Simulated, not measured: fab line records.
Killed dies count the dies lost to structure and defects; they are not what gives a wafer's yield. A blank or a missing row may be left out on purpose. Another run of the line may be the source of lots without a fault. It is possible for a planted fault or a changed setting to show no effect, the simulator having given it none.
A struck lot beside a sound one || flow nandHarc || 14 out of 1302 route steps
Sound: the wafers L152.2, L152.3, L152.4. The struck wafers were L149.4, L149.5, L149.6. The cause is named last.
Order at every step that has rows: each side's tool, ch and its chambers, its first start. Under that, the readings that differ: sound wafers || struck wafers || difference of the means || sigmas: that difference in standard deviations of wafers without a fault.
alike: readings whose means differ by less than 2 such deviations, and words and numbers that are the same on both sides. not compared: withheld readings, readings that some wafer has no value for, bounds like >300 that may hide the same value, and numbers for which the record gives no deviation and whose values overlap.
Wherever a step has rows on one side only, a row that says differs or no value, or a row with sigmas, the two part there. Non-overlapping numbers with no deviation appear without sigmas and do not part them. A reading missing from all wafers of one side parts the sides only when that side holds two or more wafers.

first, 3 steps without rows for these wafers: NHARC_A_CHANNEL_HOLE_D2_EXPOSE_07 (exposes mask HOLE D2, target cd 100 nm); NHARC_A_CHANNEL_HOLE_D2_PEB_08 (peb time 65 s); NHARC_A_CHANNEL_HOLE_D2_DEVELOP_09 (develop time 35 s).
NHARC_A_CHANNEL_HOLE_D2_CD_MEAS_10 targets a cd of 100 nm.
  sound on cdSem-02 ch 0, day 19 09:58; struck on cdSem-03 ch 0, day 18 03:27
  alike: cdNm
NHARC_A_CHANNEL_HOLE_D2_OVL_MEAS_11:
  sound on overlay-01, day 19 10:02; struck on overlay-02, day 18 03:32
  alike: overlayXNm, overlayYNm
NHARC_A_CHANNEL_HOLE_D2_INSPECT_12:
  sound on defectInspect-02, day 19 10:05; struck on defectInspect-01, day 18 03:34
  alike: rawDefectCount
NHARC_A_CHANNEL_HOLE_D2_DESCUM_15: chemistry O2, time 3 s.
  sound on rieDiel-02 ch 0,2, day 19 10:10; struck on rieDiel-08 ch 1,2,3, day 18 03:40
  alike: drypumpMotorCurrentA, o2FlowSccm, oesProductAu, rfVppV, showerheadPlenumPTorr, throttleValvePct
  not compared: rfHoursCounterH
NHARC_A_CHANNEL_HOLE_D2_ETCH_38: etches the open film in CF4, target depth 39 nm, time 65 s.
  sound on rieDiel-02 ch 0,2, day 19 10:17; struck on rieDiel-08 ch 0,1,3, day 18 03:44
  alike: biasW, cf4FlowSccm, drypumpMotorCurrentA, oesProductAu, rfVppV, showerheadPlenumPTorr, throttleValvePct
  not compared: rfHoursCounterH
NHARC_A_CHANNEL_HOLE_D2_ETCH_39: etches the open film in N2/H2, target depth 260 nm, time 325 s.
  sound on rieDiel-02 ch 0,2, day 19 10:27; struck on rieDiel-08 ch 0,1,2
{"reading": "rfVppV (V)", "sound": "427.1 424.5 427.2", "struck": "435.5 429.5 430.7", "difference": "+5.6", "sigmas": "+2"}
  alike: biasW, chamberPressureMTorr, drypumpMotorCurrentA, h2FlowSccm, oesProductAu, showerheadPlenumPTorr, throttleValvePct
  not compared: rfHoursCounterH
NHARC_A_CHANNEL_HOLE_D2_ETCH_34: etches the open film in CF4/CHF3, target depth 154 nm, time 77 s.
  sound on rieDiel-02 ch 0,2, day 19 10:49; struck on rieDiel-08 ch 2,3
{"reading": "rfVppV (V)", "sound": "366.1 366.1 368.4", "struck": "374.7 369.1 373.7", "difference": "+5.6", "sigmas": "+2"}
{"reading": "showerheadPlenumPTorr (Torr)", "sound": "1.46 1.46 1.50", "struck": "1.67 1.53 1.67", "difference": "+0.15", "sigmas": "+2"}
  alike: biasW, cf4FlowSccm, drypumpMotorCurrentA, oesProductAu, throttleValvePct
  not compared: rfHoursCounterH
then, 1 step without rows for these wafers: NHARC_A_CHANNEL_HOLE_D2_ETCH_16 (etches the open film in O2/COS, target depth 3100 nm, time 806 s).
NHARC_A_CHANNEL_HOLE_D2_CD_MEAS_18:
  sound on cdSem-01, day 19 11:53; struck on cdSem-01, day 18 04:44
  alike: cdNm
NHARC_A_CHANNEL_HOLE_D2_ETCH_19: etches the open film in C4F8/O2/Ar, time 34.5 s.
  sound on harEtch-01 ch 0,1, day 19 11:58; struck on harEtch-01 ch 0,1, day 18 04:51
  no value came back on the struck wafers for any of 7 readings (biasV (V), c4f8FlowSccm (sccm) and others); on the sound wafers biasV (V) reads 1194 1210 1198
  not compared: rfHoursCounterH
NHARC_A_CHANNEL_HOLE_D2_ETCH_20: etches the open film in C4F8/O2/Ar, time 361.9 s, target depth 1600 nm.
  sound on harEtch-01 ch 0,1, day 19 12:04; struck on harEtch-01 ch 0,1, day 18 05:02
  alike: c4f8FlowSccm, chamberPressureMTorr, drypumpMotorCurrentA, o2FlowSccm, showerheadPlenumPTorr, tempC, throttleValvePct
  not compared: rfHoursCounterH

## WHERE THEY PART
At NHARC_A_CHANNEL_HOLE_D2_ETCH_39 first; at NHARC_A_CHANNEL_HOLE_D2_ETCH_19 last (within this record only). Later steps at which nothing parts them and some readings are alike: NHARC_A_CHANNEL_HOLE_D2_ETCH_20.

WHY: whatever the simulator had introduced
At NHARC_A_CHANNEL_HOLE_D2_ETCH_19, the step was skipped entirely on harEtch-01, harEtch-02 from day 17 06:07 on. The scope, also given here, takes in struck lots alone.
